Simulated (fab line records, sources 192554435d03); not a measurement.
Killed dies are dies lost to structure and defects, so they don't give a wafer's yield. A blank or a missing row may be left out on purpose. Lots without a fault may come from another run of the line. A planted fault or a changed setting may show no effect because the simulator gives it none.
A struck lot beside a sound one | flow n5_finfet | 37 steps out of a route of 1938
Sound: wafers L454.2, L454.5, L454.6. Struck: wafer L466.1. (L466.2 of the same lot was not struck and is left out.) The cause comes at the end.
At each step with rows: each side's tool, then ch and its chambers, then its first start. Under that, the readings that differ: sound wafers | struck wafers | difference of the means | sigmas: that difference in standard deviations of wafers without a fault.
alike: readings whose means differ by less than 2 such deviations, and words and numbers that are the same on both sides. not compared: withheld readings, readings that some wafer has no value for, bounds like >300 that may hide the same value, and numbers for which the record gives no deviation and whose values overlap.
The two part at a step that has a row with sigmas, a row that says differs or no value, or rows on one side only. Numbers that don't overlap but have no deviation are shown without sigmas and don't part them. A reading that every wafer of one side lacks parts them only if that side has two wafers or more.

first, 9 steps without rows for these wafers: N5_WELL_APT_DESCUM_30 (chemistry O2, time 7.9 s); N5_WELL_APT_IMPLANT_31; N5_WELL_APT_IMPLANT_32; N5_WELL_APT_STRIP_33 (strips in SPM, time 900 s); N5_WELL_APT_RTA_34 (time 10 s); N5_WELL_APT_OXIDE_STRIP_42 (strips SiO2 in dHF, time 45 s, target depth 12 nm); N5_WELL_APT_PRECLEAN_36 (cleans in O3/DIW, time 45 s); N5_WELL_APT_PRECLEAN_39 (cleans in dHF, time 60 s); N5_WELL_APT_SRD_37 (time 30 s).
N5_WELL_APT_EPI_41: deposits Si from SiH4/H2, target thk 50 nm, time 297.7 s.
  sound on epi_rpcvd-02 ch 0, day 1 16:17; struck on epi_rpcvd-02 ch 0, day 4 15:53
  reading                                 | sound             | struck | difference | sigmas
  model.Si_of_WELL_APT_EPI_41.thk_nm (nm) | 50.08 50.32 50.03 | 57.3   | +7.2       |
  alike: throttle_valve_pct
then, 24 steps without rows for these wafers: N5_PMOS_HMC_CHANNEL_EPI_HM_DEP_34 (deposits SiO2 from TEOS/O2, target thk 36 nm, time 6.9 s); N5_PMOS_HMC_CHANNEL_EPI_COAT_31 (time 60 s, resist thk 66 nm); N5_PMOS_HMC_CHANNEL_EPI_COAT_03 (resist thk 205 nm); N5_PMOS_HMC_CHANNEL_EPI_EBR_05; N5_PMOS_HMC_CHANNEL_EPI_SOFTBAKE_04 (time 60 s); N5_PMOS_HMC_CHANNEL_EPI_EXPOSE_06 (exposes mask PMOS HMC BLK, target cd 240 nm); N5_PMOS_HMC_CHANNEL_EPI_PEB_07 (peb time 60 s); N5_PMOS_HMC_CHANNEL_EPI_DEVELOP_08 (develop time 30 s); N5_PMOS_HMC_CHANNEL_EPI_DESCUM_14 (chemistry O2, time 7.9 s); N5_PMOS_HMC_CHANNEL_EPI_ETCH_32 (etches BARC in N2/H2, stops on SiO2, target depth 85.8 nm, time 50.3 s); N5_PMOS_HMC_CHANNEL_EPI_HM_OPEN_15 (chemistry CHF3/O2, target SiO2, target depth 40.6 nm, time 20.3 s); N5_PMOS_HMC_CHANNEL_EPI_STRIP_33 (strips in N2/H2); N5_PMOS_HMC_CHANNEL_EPI_STRIP_17 (strips in SPM, time 750 s); N5_PMOS_HMC_CHANNEL_EPI_ETCH_38 (etches SiO2 in CF4, target depth 1.5 nm); N5_PMOS_HMC_CHANNEL_EPI_FIN_RECESS_16 (chemistry HBr/Cl2, target Si, target depth 54 nm, time 18 s); N5_PMOS_HMC_CHANNEL_EPI_PRECLEAN_36 (cleans in O3/DIW, time 45 s); N5_PMOS_HMC_CHANNEL_EPI_PRECLEAN_18 (cleans in DHF, time 30 s); N5_PMOS_HMC_CHANNEL_EPI_SRD_19 (time 30 s); N5_PMOS_HMC_CHANNEL_EPI_EPI_20 (deposits SiGe30, target thk 59 nm); N5_PMOS_HMC_CHANNEL_EPI_HM_STRIP_35 (strips SiO2 in dHF, material SiO2, target depth 39.6 nm, time 216 s); N5_PMOS_HMC_CHANNEL_EPI_SRD_39 (time 30 s); N5_PMOS_HMC_CHANNEL_EPI_CMP_21 (polishes SiGe30, target thk 54 nm); N5_PMOS_HMC_CHANNEL_EPI_PRECLEAN_40 (cleans in DHF, time 30 s); N5_PMOS_HMC_CHANNEL_EPI_PRECLEAN_37 (cleans in O3/DIW, time 45 s).
N5_SD_EPI_N_STRIP_18: strips in SPM, time 750 s.
  sound on wet_bench-05 ch 0,4,7, day 3 00:42; struck on wet_bench-05 ch 6, day 6 01:31
  reading                                 | sound      | struck | difference | sigmas
  model.Si_of_WELL_APT_EPI_41.thk_nm (nm) | 9.6 8.4 10 | 14.8   | +5.5       |
  alike: bath_guard_temp_C
-- the record jumps here: 5 days lie between the struck wafers' starts before and after (it left off in module SD_EPI_N and takes up again in module BEOL_M4, whose first step shown is number 1111 of the route) --
N5_BEOL_M4_RC_MEAS_101:
  sound on prober-01 ch 0, day 7 20:23; struck on prober-02 ch 0, day 11 09:22
  reading           | sound          | struck | difference | sigmas
  CJ_N              | 4.20 4.38 4.11 | 3.56   | -0.67      | -6
  DIBL_P (mV/V)     | 38 40 36       | 30     | -8         | -2
  IOFF_P (nA/um)    | 0.28 0.33 0.26 | 0.14   | -0.15      | -3
  RS_PWELL (ohm/sq) | 3033 3008 3020 | 2911   | -109       | -4
  SS_P (mV/dec)     | 73.6 74.6 74.2 | 72.1   | -2.0       | -2
  VT_P (mV)         | -246 -243 -245 | -255   | -10        | -2
  alike: DIBL_N, IOFF_N, ION_N, ION_P, SS_N, VT_N
then, 1 step without rows for these wafers: N5_PASSIVATION_PROBE_49.

WHERE THEY PART
Only at N5_BEOL_M4_RC_MEAS_101, within this record.

WHY: what the simulator had put in
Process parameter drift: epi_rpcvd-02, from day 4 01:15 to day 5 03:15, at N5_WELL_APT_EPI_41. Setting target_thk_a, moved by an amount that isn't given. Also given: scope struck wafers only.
